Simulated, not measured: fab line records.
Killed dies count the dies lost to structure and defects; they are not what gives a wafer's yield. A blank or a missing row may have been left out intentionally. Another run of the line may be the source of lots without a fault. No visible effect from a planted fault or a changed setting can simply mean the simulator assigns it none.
Split-lot trial	flow n5 finfet	7 lots, 21 wafers read, on a route of 1938 steps

## ON THE SPLIT
At N5_MOL_CONTACT_COAG_ETCHBACK_135 (etches SiO2 in CHF3, target depth 25 nm, time 16.7 s), the setting time s was moved away from the recipe's 16.7 s on 10 of the 21 wafers read, by -17.1% to -8.7%. All remaining wafers had this setting at the recipe value.

The split's own step is where the reading is taken.

## THE READING
SOC_of_MOL_CONTACT_COAG_COAT_75.thk nm (the simulator's own value, which no gauge read), in nm, at N5_MOL_CONTACT_COAG_ETCHBACK_135 (etches SiO2 in CHF3, target depth 25 nm, time 16.7 s). No usual value for it is given in the file. Average 57.3 nm, standard deviation 0.17 nm, over the 11 wafers here run with the recipe.

wafer	tool, chamber at the split	time s as run, s	against the recipe	SOC_of_MOL_CONTACT_COAG_COAT_75.thk nm, nm	against lot-mates on the recipe
L077.1	rie diel-04, 3,1	16.7	recipe	57.6	-
L077.4	rie diel-04, 3,1	16.7	recipe	57.6	-
L077.5	rie diel-04, 2	16.7	recipe	57.4	-
L081.1	rie diel-04, 2,1	16.7	recipe	57.2	-
L081.3	rie diel-04, 2,1	16.7	recipe	57.2	-
L081.6	rie diel-04, 0	13.84	-17.1%	57.6	+0.4
L083.1	rie diel-02, 2,1,3	14.98	-10.3%	57.6	no lot-mate on the recipe
L083.2	rie diel-02, 2,1,3	14.98	-10.3%	57.6	no lot-mate on the recipe
L083.4	rie diel-02, 2,1,3	14.98	-10.3%	57.6	no lot-mate on the recipe
L084.1	rie diel-04, 2,0	14.07	-15.7%	57.6	+0.4
L084.4	rie diel-04, 2,0	14.07	-15.7%	57.6	+0.4
L084.6	rie diel-04, 3	16.7	recipe	57.2	-
L089.3	rie diel-02, 2	16.7	recipe	57.6	-
L089.4	rie diel-02, 1	14.39	-13.8%	57.8	+0.4
L089.5	rie diel-02, 1	16.7	recipe	57.2	-
L093.1	rie diel-03, 1	16.7	recipe	57.2	-
L093.5	rie diel-03, 1	16.7	recipe	57.2	-
L093.6	rie diel-03, 0	15.24	-8.7%	57.4	+0.2
L095.4	rie diel-02, 0	16.7	recipe	57.4	-
L095.5	rie diel-02, 1	15.04	-9.9%	57.6	+0.2
L095.6	rie diel-02, 2	15.04	-9.9%	57.8	+0.4
When a row names more than one chamber, that row covers several wafers, and the file does not tell which wafer ran in which chamber.

THE FIT
A straight line over all 21 wafers: SOC_of_MOL_CONTACT_COAG_COAT_75.thk nm changes by -0.0209 nm for each +1% of time s; r = -0.67; the points scatter about the line by 0.16 nm.
The same after taking each lot's own level away (the mean of its wafers on the recipe; 18 wafers): -0.0259 nm for each +1%; r = -0.89; scatter 0.092 nm.
On that fit, the largest move of time s shifts the reading by 0.44 nm.
The span of the lots' own levels, 57.20 to 57.53 nm, comes to 1.9 times the standard deviation stated above.
So the lot-to-lot level blurs the effect unless lot-mates are compared.
Check: for one of the wafers moved furthest among these (-17.1%), held out of the fit, the line's prediction against its lot-mates is +0.46 nm. It came out at +0.4 nm against them.

## OTHER SPLITS ON THESE WAFERS
Before the reading, these wafers also passed through other splits. Each is held against what the fit with the lots' levels taken away leaves over:
other split on the same wafers	wafers away from the commonest value	r with SOC_of_MOL_CONTACT_COAG_COAT_75.thk nm (lot level and that fit taken away)
N5_SDB_COAT_05 spin rpm	6	+0.12
N5_HKMG_FIN_ETCH_32 bias w	7	-0.11
N5_HKMG_FIN_COAT_85 spin rpm	2	+0.01
N5_GATE_CUT_CUT_ETCH_54 icp w	5	-0.14
N5_MOL_CONTACT_COAG_ETCH_105 bias w	9	-0.50

## THE FILE'S OWN FIT
SOC_of_MOL_CONTACT_COAG_COAT_75.thk nm changes by -0.0258 nm for each +1% of time s, r = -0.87.
